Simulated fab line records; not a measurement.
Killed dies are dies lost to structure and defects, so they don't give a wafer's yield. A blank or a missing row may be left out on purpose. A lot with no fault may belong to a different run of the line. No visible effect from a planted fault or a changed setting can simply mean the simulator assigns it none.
Split-lot trial / flow n5-finfet / 39 wafers read across 7 lots, on a route 1938 steps long

THE SPLIT
At N5_BEOL_M7_TRENCH_ETCH_37 (etches SiCOH lowk in C4F6/O2, target depth 93.478 nm, time 31.2 s), the setting time-s was moved away from the recipe's 31.2 s on 15 of the 39 wafers read, by -29.4% to +48.0%. The other wafers ran this setting at the recipe's value.

FROM THE SPLIT TO THE READING: what the file shows between them, 11 steps
- N5_BEOL_M7_ETCH_41: etches SiCN in CH3F/O2, target depth 31.9 nm, time 57.8 s
- N5_BEOL_M7_STRIP_80: strips in N2/H2, time 10 s
- N5_BEOL_M7_OCD_MEAS_38
- N5_BEOL_M7_HM_STRIP_39: strips TiN in peroxide tin strip, target depth 25 nm, time 158 s
- N5_BEOL_M7_SRD_40: time 30 s
- N5_BEOL_M7_ECD_50: material Cu, target thk 300 nm
- N5_BEOL_M7_ANNEAL_51: time 90 s
- N5_BEOL_M7_CMP_52: polishes, stops on SiCOH lowk, t overpolish 6.9 s, target thk 80 nm
- N5_BEOL_M7_THK_MEAS_53: measures by xrf
- N5_BEOL_M7_PRE_CLEAN_55: time 15 s
- N5_BEOL_M7_DEP_56: deposits SiCN from 3MS/NH3, target thk 10 nm, time 17.5 s

THE READING
M7_RS, in ohm/sq, at N5_BEOL_M7_RS_MEAS_57 (measures by four-point-probe). Typical for fault-free wafers on this fab line: 0.289 ohm/sq, with standard deviation 0.0093 ohm/sq.

wafer=L075.1; tool, chamber at the split=rie-diel-01, 0; time-s as run, s=36.18; against the recipe=+16.0%; M7_RS, ohm/sq=0.253; against lot-mates on the recipe=-0.051
wafer=L075.2; tool, chamber at the split=rie-diel-01, 2; time-s as run, s=36.18; against the recipe=+16.0%; M7_RS, ohm/sq=0.248; against lot-mates on the recipe=-0.056
wafer=L075.3; tool, chamber at the split=rie-diel-01, 3; time-s as run, s=31.2; against the recipe=recipe; M7_RS, ohm/sq=0.306; against lot-mates on the recipe=-
wafer=L075.4; tool, chamber at the split=rie-diel-01, 2; time-s as run, s=31.2; against the recipe=recipe; M7_RS, ohm/sq=0.300; against lot-mates on the recipe=-
wafer=L075.5; tool, chamber at the split=rie-diel-01, 3; time-s as run, s=36.18; against the recipe=+16.0%; M7_RS, ohm/sq=0.250; against lot-mates on the recipe=-0.054
wafer=L075.6; tool, chamber at the split=rie-diel-01, 0; time-s as run, s=31.2; against the recipe=recipe; M7_RS, ohm/sq=0.306; against lot-mates on the recipe=-
wafer=L074.1; tool, chamber at the split=rie-diel-01, 0; time-s as run, s=31.2; against the recipe=recipe; M7_RS, ohm/sq=0.302; against lot-mates on the recipe=-
wafer=L074.2; tool, chamber at the split=rie-diel-01, 3; time-s as run, s=31.2; against the recipe=recipe; M7_RS, ohm/sq=0.289; against lot-mates on the recipe=-
wafer=L074.3; tool, chamber at the split=rie-diel-01, 2; time-s as run, s=22.02; against the recipe=-29.4%; M7_RS, ohm/sq=0.499; against lot-mates on the recipe=+0.205
wafer=L074.4; tool, chamber at the split=rie-diel-01, 1; time-s as run, s=22.02; against the recipe=-29.4%; M7_RS, ohm/sq=0.477; against lot-mates on the recipe=+0.183
wafer=L074.5; tool, chamber at the split=rie-diel-01, 1; time-s as run, s=22.02; against the recipe=-29.4%; M7_RS, ohm/sq=0.468; against lot-mates on the recipe=+0.174
wafer=L074.6; tool, chamber at the split=rie-diel-01, 0; time-s as run, s=31.2; against the recipe=recipe; M7_RS, ohm/sq=0.291; against lot-mates on the recipe=-
wafer=L077.1; tool, chamber at the split=rie-diel-03, 2; time-s as run, s=31.2; against the recipe=recipe; M7_RS, ohm/sq=0.280; against lot-mates on the recipe=-
wafer=L077.2; tool, chamber at the split=rie-diel-03, 0; time-s as run, s=36.04; against the recipe=+15.5%; M7_RS, ohm/sq=0.239; against lot-mates on the recipe=-0.047
wafer=L077.3; tool, chamber at the split=rie-diel-03, 1; time-s as run, s=31.2; against the recipe=recipe; M7_RS, ohm/sq=0.299; against lot-mates on the recipe=-
wafer=L077.4; tool, chamber at the split=rie-diel-03, 3; time-s as run, s=36.04; against the recipe=+15.5%; M7_RS, ohm/sq=0.246; against lot-mates on the recipe=-0.040
wafer=L077.5; tool, chamber at the split=rie-diel-03, 2; time-s as run, s=31.2; against the recipe=recipe; M7_RS, ohm/sq=0.280; against lot-mates on the recipe=-
wafer=L077.6; tool, chamber at the split=rie-diel-03, 3; time-s as run, s=36.04; against the recipe=+15.5%; M7_RS, ohm/sq=0.251; against lot-mates on the recipe=-0.035
wafer=L076.1; tool, chamber at the split=rie-diel-04, 2; time-s as run, s=31.2; against the recipe=recipe; M7_RS, ohm/sq=0.308; against lot-mates on the recipe=-
wafer=L076.2; tool, chamber at the split=rie-diel-04, 0; time-s as run, s=31.2; against the recipe=recipe; M7_RS, ohm/sq=0.297; against lot-mates on the recipe=-
wafer=L076.3; tool, chamber at the split=rie-diel-04, 1; time-s as run, s=46.18; against the recipe=+48.0%; M7_RS, ohm/sq=0.172; against lot-mates on the recipe=-0.129
wafer=L076.4; tool, chamber at the split=rie-diel-04, 3; time-s as run, s=31.2; against the recipe=recipe; M7_RS, ohm/sq=0.297; against lot-mates on the recipe=-
wafer=L076.5; tool, chamber at the split=rie-diel-04, 0; time-s as run, s=46.18; against the recipe=+48.0%; M7_RS, ohm/sq=0.176; against lot-mates on the recipe=-0.125
wafer=L076.6; tool, chamber at the split=rie-diel-04, 1; time-s as run, s=46.18; against the recipe=+48.0%; M7_RS, ohm/sq=0.174; against lot-mates on the recipe=-0.127
wafer=L079.1; tool, chamber at the split=rie-diel-04, 3; time-s as run, s=31.2; against the recipe=recipe; M7_RS, ohm/sq=0.289; against lot-mates on the recipe=-
wafer=L079.2; tool, chamber at the split=rie-diel-04, 1; time-s as run, s=31.2; against the recipe=recipe; M7_RS, ohm/sq=0.287; against lot-mates on the recipe=-
wafer=L079.3; tool, chamber at the split=rie-diel-04, 2; time-s as run, s=31.2; against the recipe=recipe; M7_RS, ohm/sq=0.286; against lot-mates on the recipe=-
wafer=L079.4; tool, chamber at the split=rie-diel-04, 0; time-s as run, s=31.2; against the recipe=recipe; M7_RS, ohm/sq=0.292; against lot-mates on the recipe=-
wafer=L079.5; tool, chamber at the split=rie-diel-04, 3; time-s as run, s=31.2; against the recipe=recipe; M7_RS, ohm/sq=0.285; against lot-mates on the recipe=-
wafer=L079.6; tool, chamber at the split=rie-diel-04, 0; time-s as run, s=31.2; against the recipe=recipe; M7_RS, ohm/sq=0.289; against lot-mates on the recipe=-
wafer=L089.1; tool, chamber at the split=rie-diel-01, 0; time-s as run, s=31.2; against the recipe=recipe; M7_RS, ohm/sq=0.282; against lot-mates on the recipe=-
wafer=L089.2; tool, chamber at the split=rie-diel-01, 1; time-s as run, s=26; against the recipe=-16.7%; M7_RS, ohm/sq=0.376; against lot-mates on the recipe=+0.090
wafer=L089.3; tool, chamber at the split=rie-diel-01, 2; time-s as run, s=31.2; against the recipe=recipe; M7_RS, ohm/sq=0.285; against lot-mates on the recipe=-
wafer=L089.4; tool, chamber at the split=rie-diel-01, 3; time-s as run, s=26; against the recipe=-16.7%; M7_RS, ohm/sq=0.371; against lot-mates on the recipe=+0.085
wafer=L089.5; tool, chamber at the split=rie-diel-01, 0; time-s as run, s=31.2; against the recipe=recipe; M7_RS, ohm/sq=0.292; against lot-mates on the recipe=-
wafer=L089.6; tool, chamber at the split=rie-diel-01, 1; time-s as run, s=26; against the recipe=-16.7%; M7_RS, ohm/sq=0.367; against lot-mates on the recipe=+0.081
wafer=L095.1; tool, chamber at the split=rie-diel-04, 2; time-s as run, s=31.2; against the recipe=recipe; M7_RS, ohm/sq=0.284; against lot-mates on the recipe=-
wafer=L095.5; tool, chamber at the split=rie-diel-04, 0; time-s as run, s=31.2; against the recipe=recipe; M7_RS, ohm/sq=0.273; against lot-mates on the recipe=-
wafer=L095.6; tool, chamber at the split=rie-diel-04, 1; time-s as run, s=31.2; against the recipe=recipe; M7_RS, ohm/sq=0.292; against lot-mates on the recipe=-

THE FIT
A straight line over all 39 wafers: M7_RS changes by -0.00365 ohm/sq for each +1% of time-s; r = -0.92; the points scatter about the line by 0.027 ohm/sq.
The same after taking each lot's own level away (the mean of its wafers on the recipe; 39 wafers): -0.00379 ohm/sq for each +1%; r = -0.94; scatter 0.025 ohm/sq.
The reading moves by 0.18 ohm/sq for the largest change in time-s, on that fit.
From 0.2830 to 0.3040 ohm/sq: that is the span of the lots' own levels, equal to 2.3 times the standard deviation above.
So the lot-to-lot level changes the slope little: the two slopes agree.
Check: for one of the wafers moved furthest among these (+48.0%), held out of the fit, the line's prediction against its lot-mates is -0.179 ohm/sq. Against them it came out at -0.129 ohm/sq.

OTHER SPLITS ON THESE WAFERS
These wafers also went through other splits before the reading. Each is held against what the fit with the lots' levels taken away leaves over:
other split on the same wafers=N5_BEOL_M6_ILD_DEP_00 target-thk-a; wafers away from the commonest value=12; r with M7_RS (lot level and that fit taken away)=-0.22

THE WHOLE CHAIN: every reading that the file lists as answering this split, in the file's order
step=N5_BEOL_M7_TRENCH_ETCH_37; what it does=etches SiCOH lowk in C4F6/O2, target depth 93.478 nm, time 31.2 s; reading=BEOL_M7.feature-depth-nm (the simulator's own value, which no gauge read); change (the file's fit)=+0.911 nm for each +1% of the setting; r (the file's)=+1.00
step=N5_BEOL_M7_TRENCH_ETCH_37; what it does=etches SiCOH lowk in C4F6/O2, target depth 93.478 nm, time 31.2 s; reading=etch.depth-nm (the simulator's own value, which no gauge read); change (the file's fit)=+0.911 nm for each +1% of the setting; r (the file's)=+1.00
step=N5_BEOL_M7_TRENCH_ETCH_37; what it does=etches SiCOH lowk in C4F6/O2, target depth 93.478 nm, time 31.2 s; reading=TiN_of_BEOL_M7_HM_DEP_02.thk-nm (the simulator's own value, which no gauge read); change (the file's fit)=-0.0307 nm for each +1% of the setting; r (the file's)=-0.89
step=N5_BEOL_M7_OCD_MEAS_38; what it does=; reading=trench-depth-nm; change (the file's fit)=+0.909 nm for each +1% of the setting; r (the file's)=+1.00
step=N5_BEOL_M7_CMP_52; what it does=polishes, stops on SiCOH lowk, t overpolish 6.9 s, target thk 80 nm; reading=Cu_of_BEOL_M7_ECD_50.thk-nm (the simulator's own value, which no gauge read); change (the file's fit)=+0.93 nm for each +1% of the setting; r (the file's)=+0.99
step=N5_BEOL_M7_THK_MEAS_53; what it does=measures by xrf; reading=M7_THK; change (the file's fit)=+0.922 for each +1% of the setting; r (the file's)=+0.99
step=N5_BEOL_M7_RS_MEAS_57; what it does=measures by four-point-probe; reading=M7_RS; change (the file's fit)=-0.00368 for each +1% of the setting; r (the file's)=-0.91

THE FILE'S OWN FIT
M7_RS changes by -0.00368 ohm/sq for each +1% of time-s, r = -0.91.
